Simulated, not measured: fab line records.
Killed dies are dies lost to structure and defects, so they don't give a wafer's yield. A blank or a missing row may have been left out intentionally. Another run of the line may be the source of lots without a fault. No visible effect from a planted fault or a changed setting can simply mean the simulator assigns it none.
Problem report, 8D (eight disciplines) form, completed by code	flow n5Finfet	the parts of the form that need people (team, actions taken, sign-off) are left out

== 1. PROBLEM STATEMENT ==
Wafers without a fault read 1499.7 rpm, standard deviation 0.97; spinSpeedRpm at N5_BEOL_M4_COAT_73 reads a mean of 1357.2 rpm on 9 wafers belonging to 3 lots. So: -99 or more standard deviations from the usual mean.
The step: time 60 s, resist thk 5 nm.
Earliest sighting: wafer L196.1 on lithoTrack-02 at day 9 04:30. Wafers with a number at this step in the record: 30, from 10 lots. Rule for "out" (also "out of limits"): further than 4 standard deviations from the usual mean. The rest of the wafers with a number are treated as sound.

== 2. WHAT IT IS AND WHAT IT IS NOT ==
question	is	is not
which readings at this step	spinSpeedRpm	-
which lots	L196, L198, L199	L189, L194, L195, L200, L207, L208, L211
which wafers of those lots	all that have a number	-
read on which tools	lithoTrack-02	lithoTrack-01, lithoTrack-03
when	from day 9 04:30	up to then (9 sound wafers); but 12 sound wafers of L200, L207, L208, L211 came after

== 3. SUSPECTS, AND WHAT RULES EACH OUT ==
Counting: a tool at a process step up to the reading stays a suspect if it ran every lot that is out and no sound lot after the first of them.
- pecvd-01 at N5_BEOL_M3_DEP_57 (deposits SiCN from 3MS/NH3, target thk 8 nm, time 14 s): ruled out as a lasting fault. After its first lot that is out, L196 (day 9 04:04), sound lots L200 ran on it.
- lithoTrack-02 at N5_BEOL_M4_COAT_73 (time 60 s, resist thk 5 nm): ruled out as a lasting fault. After its first lot that is out, L196 (day 9 04:30), sound lots L211 ran on it.
Left after counting: nothing in the record.

== 4. THE CAUSE (what the simulator had put in) ==
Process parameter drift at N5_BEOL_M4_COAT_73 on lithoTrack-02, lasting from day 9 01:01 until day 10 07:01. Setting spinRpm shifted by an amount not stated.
Counting ruled it out, wrongly.

== 5. THE CHAIN OF EFFECTS, in route order ==
Each row: a reading whose mean over the struck wafers that have a number lies more than 3 standard deviations from the usual. Only readings whose record carries a usual standard deviation are examined. hours: median over the lots of the time between each lot's start at the first step of this table that gives one and its start at this step. sigmas: the change, counted in usual standard deviations.
hours	step	reading	usual	on struck wafers	change	sigmas
0	N5_BEOL_M4_COAT_73	spinSpeedRpm	1499.7 rpm	1357.2	-142.5	-99 or more
Its process steps:
- N5_BEOL_M4_COAT_73: time 60 s, resist thk 5 nm.
Later measuring or inspecting steps at which every struck wafer that the step has a row for has a number for every such reading, and none has moved that far: N5_BEOL_M4_RC_MEAS_101.

== 6. HOW IT WOULD HAVE BEEN CAUGHT EARLIER ==
3 hours passed between the start of the fault at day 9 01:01 and the first reading out of limits in this record, taken at day 9 04:30.
